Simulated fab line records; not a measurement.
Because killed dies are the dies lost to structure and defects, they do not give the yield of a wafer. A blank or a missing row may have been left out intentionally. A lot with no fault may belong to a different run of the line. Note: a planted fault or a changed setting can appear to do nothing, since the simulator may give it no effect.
Matching of chambers | flow n5-finfet | N5_PMOS_HMC_CHANNEL_EPI_HM_OPEN_15 on rie-diel-03 has 4 sister chambers
The step chemistry CHF3/O2, target SiO2, target depth 40.6 nm, time 20.3 s. 4 wafers are shown with their chamber, then 9 later ones without.

== WAFERS, EACH WITH ITS CHAMBER ==
wafer  | chamber | showerhead-plenum-p-Torr (Torr)
L081.5 | 1       | 2.51
L086.3 | 0       | 2.43
L088.1 | 3       | 2.48
L088.6 | 2       | 2.43

== WAFERS WITHOUT THEIR CHAMBER ==
wafer  | showerhead-plenum-p-Torr (Torr)
L089.1 | 2.43
L089.2 | 2.48
L089.3 | 2.50
L094.2 | 2.50
L094.3 | 2.43
L094.6 | 2.50
L096.1 | 2.42
L096.3 | 2.42
L096.5 | 2.50

== WHICH CHAMBER EACH WENT THROUGH ==
wafer  | from the rows above     | in truth
L089.1 | can't be placed: 0 or 2 | 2
L089.2 | 3                       | 3
L089.3 | can't be placed: 1 or 3 | 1
L094.2 | can't be placed: 1 or 3 | 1
L094.3 | can't be placed: 0 or 2 | 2
L094.6 | can't be placed: 1 or 3 | 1
L096.1 | can't be placed: 0 or 2 | 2
L096.3 | can't be placed: 0 or 2 | 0
L096.5 | can't be placed: 1 or 3 | 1
Placed correctly: 1 of 9. From these rows, 8 cannot be placed; in 8 the true chamber is one of the candidates. Number placed wrongly: 0.
How it was worked out, from the rows above alone: a wafer's distance from a chamber is the root of the sum, over the readings, of the square of ((its reading less the chamber's mean) divided by the reading's scatter). The wafer belongs to the nearest chamber; if the next one is less than 2 further off, it can't be placed. The mean given for a chamber averages the wafers shown for that chamber. The scatter (one wafer shown for each chamber): square how far every hidden wafer sits from the nearest shown wafer, average those squares and take the square root.
